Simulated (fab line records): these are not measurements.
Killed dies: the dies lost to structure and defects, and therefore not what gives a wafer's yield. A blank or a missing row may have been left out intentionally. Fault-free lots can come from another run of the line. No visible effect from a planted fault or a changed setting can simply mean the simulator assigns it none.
fab line records :: flow n5_finfet
record:
  lots: 12
  wafers: 35
  last_day: 21
route steps=1938 shown BEOL_M8@1333
lots untouched by any fault: they come from a run of this same line in which no faults occurred
start_h: hours from the record's opening day to when the first of the lot's shown wafers began :: wait_h: hours from the lot's prior step to this one :: " repeats the value in the row above :: L1.1+2: one row covering several wafers at once :: - no value present, or no start provided :: * or withheld: withheld :: < > ~ a bound
route shown NAME@n: names a module that has steps shown in the file, with the first one's number in the route :: usual: average and standard deviation across the fault-free wafers :: same: alike in all rows :: chamber/n: place in a boat :: sites: per-site readings :: _std_site: the values' standard deviation :: _edge_site: inner sites' mean taken away from outer sites' mean :: radius_mm: for every site, how far away it sits from the centre of the wafer :: mask NAME#n: copy n :: behind: the tool/chamber that last shaped the wafer :: hold: what put the lot on hold/how long, in hours/how the hold closed :: device: names the non-switching transistor (n, p or np) :: end of line: at the end of the route, the tests of the same wafers :: where a step has no rows: the recipe by itself :: killed: not the wafer's yield, but the dies lost to structure and defects at the first sort :: map: the dies of a wafer, with x for killed, . for not killed, _ for no die there
set.NAME: the setting that was run; set.NAME@STEP: the one run at that earlier step :: model.NAME: the simulator's own value behind a step, which no gauge read
one table for each step of the route and one row for each wafer, over a sample of lots
services: from which hour (start_h, from the record's first day; less than 0 if before it) a tool's chamber was out of use, for how many hours, and why
== steps ==
step: N5_BEOL_M8_CURE_74
recipe:
  temp_c: 385
  time_s: 240
  ambient: He/Ar
  material: SiCOH_lowk
usual:
  lamp_power_pct: 52.31/0.054
  wafer_temp_C_max: 386.6/0.45
lot.wafer: L505.2
tool: uv_cure-02
chamber: 1
start_h: 300.16
wait_h: 0.1
lamp_power_pct: 52.35
wafer_temp_C_max: 386.4

lot.wafer: L505.4
tool: uv_cure-02
chamber: 1
start_h: 300.16
wait_h: 0.1
lamp_power_pct: 52.33
wafer_temp_C_max: 386.3

lot.wafer: L506.2
tool: uv_cure-02
chamber: 1
start_h: 301.39
wait_h: 0.1
lamp_power_pct: 52.34
wafer_temp_C_max: 386.8

lot.wafer: L506.4
tool: uv_cure-02
chamber: 1
start_h: 301.39
wait_h: 0.1
lamp_power_pct: 52.28
wafer_temp_C_max: 386.7

lot.wafer: L506.6
tool: uv_cure-02
chamber: 1
start_h: 301.39
wait_h: 0.1
lamp_power_pct: 52.26
wafer_temp_C_max: 386.6

lot.wafer: L510.2
tool: uv_cure-01
chamber: 0
start_h: 306.91
wait_h: 0.1
lamp_power_pct: 52.28
wafer_temp_C_max: 386.7

lot.wafer: L510.4
tool: uv_cure-01
chamber: 0
start_h: 306.91
wait_h: 0.1
lamp_power_pct: 52.35
wafer_temp_C_max: 386.1

lot.wafer: L510.5
tool: uv_cure-01
chamber: 0
start_h: 306.91
wait_h: 0.1
lamp_power_pct: 52.32
wafer_temp_C_max: 386.4

lot.wafer: L512.3
tool: uv_cure-03
chamber: 2
start_h: 315.55
wait_h: 0.2
lamp_power_pct: 52.29
wafer_temp_C_max: 386.4

lot.wafer: L512.4
tool: uv_cure-03
chamber: 2
start_h: 315.55
wait_h: 0.2
lamp_power_pct: 52.26
wafer_temp_C_max: 386.3

lot.wafer: L512.6
tool: uv_cure-03
chamber: 2
start_h: 315.55
wait_h: 0.2
lamp_power_pct: 52.32
wafer_temp_C_max: 386.3

lot.wafer: L509.4
tool: uv_cure-02
chamber: 2
start_h: 319.55
wait_h: 0.3
lamp_power_pct: 52.36
wafer_temp_C_max: 387.1

lot.wafer: L509.5
tool: uv_cure-02
chamber: 2
start_h: 319.55
wait_h: 0.3
lamp_power_pct: 52.16
wafer_temp_C_max: 386.5

lot.wafer: L509.6
tool: uv_cure-02
chamber: 2
start_h: 319.55
wait_h: 0.3
lamp_power_pct: 52.25
wafer_temp_C_max: 386.6

lot.wafer: L511.3
tool: uv_cure-02
chamber: 2
start_h: 340.68
wait_h: 0.6
lamp_power_pct: 52.27
wafer_temp_C_max: 386.4

lot.wafer: L511.5
tool: uv_cure-02
chamber: 2
start_h: 340.68
wait_h: 0.6
lamp_power_pct: 52.32
wafer_temp_C_max: 386.7

lot.wafer: L511.6
tool: uv_cure-02
chamber: 2
start_h: 340.68
wait_h: 0.6
lamp_power_pct: 52.29
wafer_temp_C_max: 387.0

lot.wafer: L513.2
tool: uv_cure-02
chamber: 1
start_h: 351.32
wait_h: 9.0
lamp_power_pct: 52.27
wafer_temp_C_max: 386.8

lot.wafer: L513.3
tool: uv_cure-02
chamber: 1
start_h: 351.32
wait_h: 9.0
lamp_power_pct: 52.29
wafer_temp_C_max: 386.5

lot.wafer: L513.6
tool: uv_cure-02
chamber: 1
start_h: 351.32
wait_h: 9.0
lamp_power_pct: 52.34
wafer_temp_C_max: 386.4

lot.wafer: L519.1
tool: uv_cure-02
chamber: 0
start_h: 385.48
wait_h: 0.2
lamp_power_pct: 52.24
wafer_temp_C_max: 387.7

lot.wafer: L519.2
tool: uv_cure-02
chamber: 0
start_h: 385.48
wait_h: 0.2
lamp_power_pct: 52.27
wafer_temp_C_max: 387.2

lot.wafer: L519.4
tool: uv_cure-02
chamber: 0
start_h: 385.48
wait_h: 0.2
lamp_power_pct: 52.29
wafer_temp_C_max: 387.6

lot.wafer: L524.2
tool: uv_cure-02
chamber: 0
start_h: 396.92
wait_h: 0.1
lamp_power_pct: 52.29
wafer_temp_C_max: 387.0

lot.wafer: L524.3
tool: uv_cure-02
chamber: 0
start_h: 396.92
wait_h: 0.1
lamp_power_pct: 52.34
wafer_temp_C_max: 386.8

lot.wafer: L524.4
tool: uv_cure-02
chamber: 0
start_h: 396.92
wait_h: 0.1
lamp_power_pct: 52.38
wafer_temp_C_max: 387.2

lot.wafer: L526.1
tool: uv_cure-03
chamber: 1
start_h: 398.56
wait_h: 0.0
lamp_power_pct: 52.31
wafer_temp_C_max: 386.3

lot.wafer: L526.2
tool: uv_cure-03
chamber: 1
start_h: 398.56
wait_h: 0.0
lamp_power_pct: 52.36
wafer_temp_C_max: 386.2

lot.wafer: L526.5
tool: uv_cure-03
chamber: 1
start_h: 398.56
wait_h: 0.0
lamp_power_pct: 52.29
wafer_temp_C_max: 386.7

lot.wafer: L523.2
tool: uv_cure-03
chamber: 1
start_h: 418.57
wait_h: 0.2
lamp_power_pct: 52.28
wafer_temp_C_max: 386.7

lot.wafer: L523.3
tool: uv_cure-03
chamber: 1
start_h: 418.57
wait_h: 0.2
lamp_power_pct: 52.22
wafer_temp_C_max: 386.0

lot.wafer: L523.6
tool: uv_cure-03
chamber: 1
start_h: 418.57
wait_h: 0.2
lamp_power_pct: 52.28
wafer_temp_C_max: 386.6

lot.wafer: L527.4
tool: uv_cure-03
chamber: 1
start_h: 431.54
wait_h: 0.3
lamp_power_pct: 52.30
wafer_temp_C_max: 386.1

lot.wafer: L527.5
tool: uv_cure-03
chamber: 1
start_h: 431.54
wait_h: 0.3
lamp_power_pct: 52.33
wafer_temp_C_max: 386.3

lot.wafer: L527.6
tool: uv_cure-03
chamber: 1
start_h: 431.54
wait_h: 0.3
lamp_power_pct: 52.29
wafer_temp_C_max: 386.4
step: N5_BEOL_M8_HM_OPEN_17
recipe:
  chemistry: Cl2/BCl3
  target_depth_a: 200
  overetch_a: 60
  target: TiN
  mask_material: SOC
  ion_energy_ev: 150
  pressure_mtorr: 10
  icp_w: 1000
  bias_w: 126
  Cl2_flow_sccm: 53.25
  bcl3_flow_sccm: 21.75
  Ar_flow_sccm: 25
usual:
  drypump_motor_current_A: 6.2/0.41
  he_backside_leak_sccm: 3.36/0.27
  oes_product_au: 0.73/0.051
  throttle_valve_pct: 22.07/0.23
lot.wafer: L505.2
tool: rie_metal-01
chamber: 1
start_h: 301.63
wait_h: 0.0
drypump_motor_current_A: 6.7
he_backside_leak_sccm: 3.26
oes_product_au: 0.81
rf_hours_counter_h: 4
throttle_valve_pct: 22.37

lot.wafer: L505.4
tool: rie_metal-01
chamber: 0
start_h: 301.63
wait_h: 0.0
drypump_motor_current_A: 6.0
he_backside_leak_sccm: 3.56
oes_product_au: 0.74
rf_hours_counter_h: -
throttle_valve_pct: 22.02

lot.wafer: L506.2
tool: rie_metal-01
chamber: 0
start_h: 304.52
wait_h: 0.0
drypump_motor_current_A: 6.0
he_backside_leak_sccm: 3.25
oes_product_au: 0.74
rf_hours_counter_h: 15
throttle_valve_pct: 22.03

lot.wafer: L506.4
tool: rie_metal-01
chamber: 1
start_h: 304.52
wait_h: 0.0
drypump_motor_current_A: 6.7
he_backside_leak_sccm: 3.29
oes_product_au: 0.80
rf_hours_counter_h: -
throttle_valve_pct: 22.34

lot.wafer: L506.6
tool: rie_metal-01
chamber: 0
start_h: 304.52
wait_h: 0.0
drypump_motor_current_A: 6.0
he_backside_leak_sccm: 3.35
oes_product_au: 0.75
rf_hours_counter_h: -
throttle_valve_pct: 22.01

lot.wafer: L510.2
tool: rie_metal-03
chamber: 0
start_h: 308.97
wait_h: 0.0
drypump_motor_current_A: 6.2
he_backside_leak_sccm: 3.55
oes_product_au: 0.73
rf_hours_counter_h: 15
throttle_valve_pct: 22.04

lot.wafer: L510.4
tool: rie_metal-03
chamber: 1
start_h: 308.97
wait_h: 0.0
drypump_motor_current_A: 5.6
he_backside_leak_sccm: 3.19
oes_product_au: 0.59
rf_hours_counter_h: -
throttle_valve_pct: 21.64

lot.wafer: L510.5
tool: rie_metal-03
chamber: 0
start_h: 308.97
wait_h: 0.0
drypump_motor_current_A: 6.2
he_backside_leak_sccm: 3.57
oes_product_au: 0.73
rf_hours_counter_h: -
throttle_valve_pct: 22.03

lot.wafer: L512.3
tool: rie_metal-01
chamber: 1
start_h: 318.15
wait_h: 0.1
drypump_motor_current_A: 6.7
he_backside_leak_sccm: 3.11
oes_product_au: 0.81
rf_hours_counter_h: -
throttle_valve_pct: 22.37

lot.wafer: L512.4
tool: rie_metal-01
chamber: 0
start_h: 318.15
wait_h: 0.1
drypump_motor_current_A: 6.0
he_backside_leak_sccm: 3.46
oes_product_au: 0.75
rf_hours_counter_h: -
throttle_valve_pct: 22.02

lot.wafer: L512.6
tool: rie_metal-01
chamber: 1
start_h: 318.15
wait_h: 0.1
drypump_motor_current_A: 6.7
he_backside_leak_sccm: 2.87
oes_product_au: 0.80
rf_hours_counter_h: -
throttle_valve_pct: 22.37

lot.wafer: L509.4
tool: rie_metal-01
chamber: 1
start_h: 321.56
wait_h: 0.1
drypump_motor_current_A: 6.7
he_backside_leak_sccm: 3.24
oes_product_au: 0.81
rf_hours_counter_h: -
throttle_valve_pct: 22.36

lot.wafer: L509.5
tool: rie_metal-01
chamber: 0
start_h: 321.56
wait_h: 0.1
drypump_motor_current_A: 6.0
he_backside_leak_sccm: 3.47
oes_product_au: 0.75
rf_hours_counter_h: -
throttle_valve_pct: 22.01

lot.wafer: L509.6
tool: rie_metal-01
chamber: 1
start_h: 321.56
wait_h: 0.1
drypump_motor_current_A: 6.7
he_backside_leak_sccm: 3.13
oes_product_au: 0.81
rf_hours_counter_h: -
throttle_valve_pct: 22.36

lot.wafer: L511.3
tool: rie_metal-01
chamber: 1
start_h: 344.73
wait_h: 0.1
drypump_motor_current_A: 6.7
he_backside_leak_sccm: 3.37
oes_product_au: 0.78
rf_hours_counter_h: -
throttle_valve_pct: 22.38

lot.wafer: L511.5
tool: rie_metal-01
chamber: 0
start_h: 344.73
wait_h: 0.1
drypump_motor_current_A: 6.0
he_backside_leak_sccm: 3.42
oes_product_au: 0.72
rf_hours_counter_h: -
throttle_valve_pct: 22.04

lot.wafer: L511.6
tool: rie_metal-01
chamber: 1
start_h: 344.73
wait_h: 0.1
drypump_motor_current_A: 6.7
he_backside_leak_sccm: 3.32
oes_product_au: 0.78
rf_hours_counter_h: -
throttle_valve_pct: 22.39

lot.wafer: L513.2
tool: rie_metal-01
chamber: 0
start_h: 354.59
wait_h: 0.0
drypump_motor_current_A: 6.0
he_backside_leak_sccm: 4.62
oes_product_au: 0.73
rf_hours_counter_h: 20
throttle_valve_pct: 22.04

lot.wafer: L513.3
tool: rie_metal-01
chamber: 1
start_h: 354.59
wait_h: 0.0
drypump_motor_current_A: 6.7
he_backside_leak_sccm: 2.93
oes_product_au: 0.78
rf_hours_counter_h: -
throttle_valve_pct: 22.37

lot.wafer: L513.6
tool: rie_metal-01
chamber: 1
start_h: 354.59
wait_h: 0.0
drypump_motor_current_A: 6.7
he_backside_leak_sccm: 3.01
oes_product_au: 0.79
rf_hours_counter_h: -
throttle_valve_pct: 22.37

lot.wafer: L519.1
tool: rie_metal-02
chamber: 0
start_h: 389.55
wait_h: 0.0
drypump_motor_current_A: 6.6
he_backside_leak_sccm: 3.28
oes_product_au: 0.73
rf_hours_counter_h: 17
throttle_valve_pct: 21.86

lot.wafer: L519.2
tool: rie_metal-02
chamber: 1
start_h: 389.55
wait_h: 0.0
drypump_motor_current_A: 5.7
he_backside_leak_sccm: 3.46
oes_product_au: 0.72
rf_hours_counter_h: 29
throttle_valve_pct: 22.00

lot.wafer: L519.4
tool: rie_metal-02
chamber: 1
start_h: 389.55
wait_h: 0.0
drypump_motor_current_A: 5.7
he_backside_leak_sccm: 3.35
oes_product_au: 0.72
rf_hours_counter_h: -
throttle_valve_pct: 21.98

lot.wafer: L524.2
tool: rie_metal-01
chamber: 1
start_h: 401.20
wait_h: 0.0
drypump_motor_current_A: 6.7
he_backside_leak_sccm: 3.22
oes_product_au: 0.75
rf_hours_counter_h: 14
throttle_valve_pct: 22.37

lot.wafer: L524.3
tool: rie_metal-01
chamber: 1
start_h: 401.20
wait_h: 0.0
drypump_motor_current_A: 6.7
he_backside_leak_sccm: 3.14
oes_product_au: 0.74
rf_hours_counter_h: -
throttle_valve_pct: 22.39

lot.wafer: L524.4
tool: rie_metal-01
chamber: 0
start_h: 401.20
wait_h: 0.0
drypump_motor_current_A: 6.0
he_backside_leak_sccm: 3.45
oes_product_au: 0.72
rf_hours_counter_h: -
throttle_valve_pct: 22.03

lot.wafer: L526.1
tool: rie_metal-01
chamber: 1
start_h: 401.53
wait_h: 0.0
drypump_motor_current_A: 6.7
he_backside_leak_sccm: 2.97
oes_product_au: 0.76
rf_hours_counter_h: 14
throttle_valve_pct: 22.40

lot.wafer: L526.2
tool: rie_metal-01
chamber: 0
start_h: 401.53
wait_h: 0.0
drypump_motor_current_A: 6.0
he_backside_leak_sccm: 3.35
oes_product_au: 0.70
rf_hours_counter_h: 24
throttle_valve_pct: 22.06

lot.wafer: L526.5
tool: rie_metal-01
chamber: 0
start_h: 401.53
wait_h: 0.0
drypump_motor_current_A: 6.0
he_backside_leak_sccm: 3.32
oes_product_au: 0.72
rf_hours_counter_h: -
throttle_valve_pct: 22.03

lot.wafer: L523.2
tool: rie_metal-01
chamber: 0
start_h: 424.03
wait_h: 0.0
drypump_motor_current_A: 6.0
he_backside_leak_sccm: 3.48
oes_product_au: 0.71
rf_hours_counter_h: 26
throttle_valve_pct: 22.05

lot.wafer: L523.3
tool: rie_metal-01
chamber: 0
start_h: 424.03
wait_h: 0.0
drypump_motor_current_A: 6.0
he_backside_leak_sccm: 3.54
oes_product_au: 0.71
rf_hours_counter_h: -
throttle_valve_pct: 22.06

lot.wafer: L523.6
tool: rie_metal-01
chamber: 1
start_h: 424.03
wait_h: 0.0
drypump_motor_current_A: 6.7
he_backside_leak_sccm: 3.27
oes_product_au: 0.75
rf_hours_counter_h: -
throttle_valve_pct: 22.40

lot.wafer: L527.4
tool: rie_metal-03
chamber: 0
start_h: 434.32
wait_h: 0.1
drypump_motor_current_A: 6.2
he_backside_leak_sccm: 3.78
oes_product_au: 0.69
rf_hours_counter_h: -
throttle_valve_pct: 22.07

lot.wafer: L527.5
tool: rie_metal-03
chamber: 0
start_h: 434.32
wait_h: 0.1
drypump_motor_current_A: 6.2
he_backside_leak_sccm: 3.65
oes_product_au: 0.70
rf_hours_counter_h: -
throttle_valve_pct: 22.06

lot.wafer: L527.6
tool: rie_metal-03
chamber: 1
start_h: 434.32
wait_h: 0.1
drypump_motor_current_A: 5.6
he_backside_leak_sccm: 3.45
oes_product_au: 0.80
rf_hours_counter_h: -
throttle_valve_pct: 21.59
step: N5_BEOL_M8_COAT_71
recipe:
  resist: underlayer
  temp_c: 205
  time_s: 60
  spin_rpm: 1500
  resist_thk_nm: 5
usual:
  heater_power_total_W: 391.6/1.3
  spin_speed_rpm: 1500.0/1
lot.wafer: L505.2
tool: litho_track-01
chamber: 0
start_h: 302.92
wait_h: -
heater_power_total_W: 394.0
spin_speed_rpm: 1498.9

lot.wafer: L505.4
tool: litho_track-01
chamber: 0
start_h: 302.92
wait_h: -
heater_power_total_W: 391.4
spin_speed_rpm: 1500.4

lot.wafer: L506.2
tool: litho_track-03
chamber: 0
start_h: 306.70
wait_h: -
heater_power_total_W: 390.1
spin_speed_rpm: 1498.5

lot.wafer: L506.4
tool: litho_track-03
chamber: 0
start_h: 306.70
wait_h: -
heater_power_total_W: 390.5
spin_speed_rpm: 1501.6

lot.wafer: L506.6
tool: litho_track-03
chamber: 0
start_h: 306.70
wait_h: -
heater_power_total_W: 394.0
spin_speed_rpm: 1499.9

lot.wafer: L510.2
tool: litho_track-04
chamber: 0
start_h: 311.92
wait_h: -
heater_power_total_W: 389.6
spin_speed_rpm: 1499.9

lot.wafer: L510.4
tool: litho_track-04
chamber: 0
start_h: 311.92
wait_h: -
heater_power_total_W: 391.2
spin_speed_rpm: 1499.7

lot.wafer: L510.5
tool: litho_track-04
chamber: 0
start_h: 311.92
wait_h: -
heater_power_total_W: 390.6
spin_speed_rpm: 1500.1

lot.wafer: L512.3
tool: litho_track-01
chamber: 0
start_h: 321.11
wait_h: -
heater_power_total_W: 393.4
spin_speed_rpm: 1501.1

lot.wafer: L512.4
tool: litho_track-01
chamber: 0
start_h: 321.11
wait_h: -
heater_power_total_W: 392.7
spin_speed_rpm: 1500.1

lot.wafer: L512.6
tool: litho_track-01
chamber: 0
start_h: 321.11
wait_h: -
heater_power_total_W: 389.8
spin_speed_rpm: 1499.0

lot.wafer: L509.4
tool: litho_track-01
chamber: 0
start_h: 324.54
wait_h: -
heater_power_total_W: 390.3
spin_speed_rpm: 1500.1

lot.wafer: L509.5
tool: litho_track-01
chamber: 0
start_h: 324.54
wait_h: -
heater_power_total_W: 392.0
spin_speed_rpm: 1499.9

lot.wafer: L509.6
tool: litho_track-01
chamber: 0
start_h: 324.54
wait_h: -
heater_power_total_W: 390.2
spin_speed_rpm: 1500.6

lot.wafer: L511.3
tool: litho_track-03
chamber: 0
start_h: 345.58
wait_h: -
heater_power_total_W: 392.9
spin_speed_rpm: 1500.5

lot.wafer: L511.5
tool: litho_track-03
chamber: 0
start_h: 345.58
wait_h: -
heater_power_total_W: 393.2
spin_speed_rpm: 1499.5

lot.wafer: L511.6
tool: litho_track-03
chamber: 0
start_h: 345.58
wait_h: -
heater_power_total_W: 392.4
spin_speed_rpm: 1500.9

lot.wafer: L513.2
tool: litho_track-04
chamber: 0
start_h: 355.09
wait_h: -
heater_power_total_W: 390.7
spin_speed_rpm: 1499.2

lot.wafer: L513.3
tool: litho_track-04
chamber: 0
start_h: 355.09
wait_h: -
heater_power_total_W: 393.9
spin_speed_rpm: 1500.0

lot.wafer: L513.6
tool: litho_track-04
chamber: 0
start_h: 355.09
wait_h: -
heater_power_total_W: 391.2
spin_speed_rpm: 1498.3

lot.wafer: L519.1
tool: litho_track-04
chamber: 0
start_h: 391.33
wait_h: -
heater_power_total_W: 391.6
spin_speed_rpm: 1500.1

lot.wafer: L519.2
tool: litho_track-04
chamber: 0
start_h: 391.33
wait_h: -
heater_power_total_W: 390.7
spin_speed_rpm: 1501.5

lot.wafer: L519.4
tool: litho_track-04
chamber: 0
start_h: 391.33
wait_h: -
heater_power_total_W: 394.0
spin_speed_rpm: 1500.0

lot.wafer: L524.2
tool: litho_track-04
chamber: 0
start_h: 402.54
wait_h: -
heater_power_total_W: 393.1
spin_speed_rpm: 1410.8

lot.wafer: L524.3
tool: litho_track-04
chamber: 0
start_h: 402.54
wait_h: -
heater_power_total_W: 391.0
spin_speed_rpm: 1409.5

lot.wafer: L524.4
tool: litho_track-04
chamber: 0
start_h: 402.54
wait_h: -
heater_power_total_W: 391.3
spin_speed_rpm: 1411.4

lot.wafer: L526.1
tool: litho_track-03
chamber: 0
start_h: 402.94
wait_h: -
heater_power_total_W: 392.1
spin_speed_rpm: 1498.5

lot.wafer: L526.2
tool: litho_track-03
chamber: 0
start_h: 402.94
wait_h: -
heater_power_total_W: 391.2
spin_speed_rpm: 1497.9

lot.wafer: L526.5
tool: litho_track-03
chamber: 0
start_h: 402.94
wait_h: -
heater_power_total_W: 390.2
spin_speed_rpm: 1499.7

lot.wafer: L523.2
tool: litho_track-04
chamber: 0
start_h: 424.34
wait_h: -
heater_power_total_W: 391.1
spin_speed_rpm: 1411.8

lot.wafer: L523.3
tool: litho_track-04
chamber: 0
start_h: 424.34
wait_h: -
heater_power_total_W: 392.3
spin_speed_rpm: 1410.5

lot.wafer: L523.6
tool: litho_track-04
chamber: 0
start_h: 424.34
wait_h: -
heater_power_total_W: 392.0
spin_speed_rpm: 1412.3

lot.wafer: L527.4
tool: litho_track-01
chamber: 0
start_h: 434.60
wait_h: -
heater_power_total_W: 392.9
spin_speed_rpm: 1500.2

lot.wafer: L527.5
tool: litho_track-01
chamber: 0
start_h: 434.60
wait_h: -
heater_power_total_W: 391.9
spin_speed_rpm: 1500.7

lot.wafer: L527.6
tool: litho_track-01
chamber: 0
start_h: 434.60
wait_h: -
heater_power_total_W: 392.1
spin_speed_rpm: 1500.5
step: N5_BEOL_M8_CD_MEAS_28
recipe:
  target_cd_nm: 40
  landing_energy_ev: 500
  detector: se_inlens
usual:
  cd_nm: 40.01/0.25
lot.wafer: L505.2
tool: cd_sem-01
chamber: 0
start_h: 303.31
wait_h: -
cd_nm: 40.15

lot.wafer: L505.4
tool: cd_sem-01
chamber: 0
start_h: 303.31
wait_h: -
cd_nm: 40.16

lot.wafer: L506.2
tool: cd_sem-03
chamber: 0
start_h: 306.97
wait_h: -
cd_nm: 39.50

lot.wafer: L506.4
tool: cd_sem-03
chamber: 0
start_h: 306.97
wait_h: -
cd_nm: 39.94

lot.wafer: L506.6
tool: cd_sem-03
chamber: 0
start_h: 306.97
wait_h: -
cd_nm: 40.13

lot.wafer: L510.2
tool: cd_sem-03
chamber: 0
start_h: 312.32
wait_h: -
cd_nm: 40.26

lot.wafer: L510.4
tool: cd_sem-03
chamber: 0
start_h: 312.32
wait_h: -
cd_nm: 39.97

lot.wafer: L510.5
tool: cd_sem-03
chamber: 0
start_h: 312.32
wait_h: -
cd_nm: 40.03

lot.wafer: L512.3
tool: cd_sem-01
chamber: 0
start_h: 321.38
wait_h: -
cd_nm: 40.01

lot.wafer: L512.4
tool: cd_sem-01
chamber: 0
start_h: 321.38
wait_h: -
cd_nm: 40.30

lot.wafer: L512.6
tool: cd_sem-01
chamber: 0
start_h: 321.38
wait_h: -
cd_nm: 39.49

lot.wafer: L509.4
tool: cd_sem-02
chamber: 0
start_h: 324.94
wait_h: -
cd_nm: 40.52

lot.wafer: L509.5
tool: cd_sem-02
chamber: 0
start_h: 324.94
wait_h: -
cd_nm: 39.78

lot.wafer: L509.6
tool: cd_sem-02
chamber: 0
start_h: 324.94
wait_h: -
cd_nm: 40.53

lot.wafer: L511.3
tool: cd_sem-02
chamber: 0
start_h: 345.85
wait_h: -
cd_nm: 40.15

lot.wafer: L511.5
tool: cd_sem-02
chamber: 0
start_h: 345.85
wait_h: -
cd_nm: 40.07

lot.wafer: L511.6
tool: cd_sem-02
chamber: 0
start_h: 345.85
wait_h: -
cd_nm: 40.05

lot.wafer: L513.2
tool: cd_sem-03
chamber: 0
start_h: 355.36
wait_h: -
cd_nm: 40.05

lot.wafer: L513.3
tool: cd_sem-03
chamber: 0
start_h: 355.36
wait_h: -
cd_nm: 40.26

lot.wafer: L513.6
tool: cd_sem-03
chamber: 0
start_h: 355.36
wait_h: -
cd_nm: 40.26

lot.wafer: L519.1
tool: cd_sem-02
chamber: 0
start_h: 391.73
wait_h: -
cd_nm: 40.08

lot.wafer: L519.2
tool: cd_sem-02
chamber: 0
start_h: 391.73
wait_h: -
cd_nm: 39.83

lot.wafer: L519.4
tool: cd_sem-02
chamber: 0
start_h: 391.73
wait_h: -
cd_nm: 40.18

lot.wafer: L524.2
tool: cd_sem-01
chamber: 0
start_h: 402.93
wait_h: -
cd_nm: 40.04

lot.wafer: L524.3
tool: cd_sem-01
chamber: 0
start_h: 402.93
wait_h: -
cd_nm: 39.91

lot.wafer: L524.4
tool: cd_sem-01
chamber: 0
start_h: 402.93
wait_h: -
cd_nm: 40.00

lot.wafer: L526.1
tool: cd_sem-03
chamber: 0
start_h: 403.33
wait_h: -
cd_nm: 40.11

lot.wafer: L526.2
tool: cd_sem-03
chamber: 0
start_h: 403.33
wait_h: -
cd_nm: 39.72

lot.wafer: L526.5
tool: cd_sem-03
chamber: 0
start_h: 403.33
wait_h: -
cd_nm: 40.00

lot.wafer: L523.2
tool: cd_sem-02
chamber: 0
start_h: 424.61
wait_h: -
cd_nm: 40.24

lot.wafer: L523.3
tool: cd_sem-02
chamber: 0
start_h: 424.61
wait_h: -
cd_nm: 40.15

lot.wafer: L523.6
tool: cd_sem-02
chamber: 0
start_h: 424.61
wait_h: -
cd_nm: 39.75

lot.wafer: L527.4
tool: cd_sem-03
chamber: 0
start_h: 434.99
wait_h: -
cd_nm: 39.96

lot.wafer: L527.5
tool: cd_sem-03
chamber: 0
start_h: 434.99
wait_h: -
cd_nm: 39.96

lot.wafer: L527.6
tool: cd_sem-03
chamber: 0
start_h: 434.99
wait_h: -
cd_nm: 40.46
== services ==
tool: rie_metal-02
chamber: -
start_h: 279.95
hours: 11.8
kind: repair

tool: uv_cure-01
chamber: -
start_h: 289.06
hours: 5.0
kind: pm

tool: rie_metal-02
chamber: 0
start_h: 324.89
hours: 7.6
kind: repair

tool: uv_cure-03
chamber: -
start_h: 328.24
hours: 1.5
kind: repair

tool: uv_cure-01
chamber: -
start_h: 331.90
hours: 0.9
kind: repair

tool: uv_cure-03
chamber: -
start_h: 347.32
hours: 28.1
kind: pm

tool: rie_metal-03
chamber: 1
start_h: 402.05
hours: -
kind: clean

tool: rie_metal-03
chamber: 1
start_h: 402.05
hours: 14.9
kind: scheduled_down

tool: rie_metal-03
chamber: 1
start_h: 402.05
hours: 14.9
kind: vent_cycle
== key ==
first_sign:
  step: N5_BEOL_M8_COAT_71
  reading: spin_speed_rpm
  direction: down
  sigmas: 86
  usual: *
  struck: *
effect none on later readings
met_at N5_BEOL_M8_COAT_71
struck_lots L523,L524
rows_end L524.2
not_acting_at N5_BEOL_M8_CURE_74,N5_BEOL_M8_HM_OPEN_17,N5_BEOL_M8_CD_MEAS_28
onset_between 391.33 402.54
fault:
  kind: process_parameter_drift
  tool: litho_track-04
  chamber: -
  onset_h: 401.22
  steps: N5_BEOL_M8_COAT_71
  channel: spin_rpm
  offset: *
  shape: step
  acts_in: *
  stated: *
rows_end: these wafers met a further fault down the route, and their rows from its step on are left out
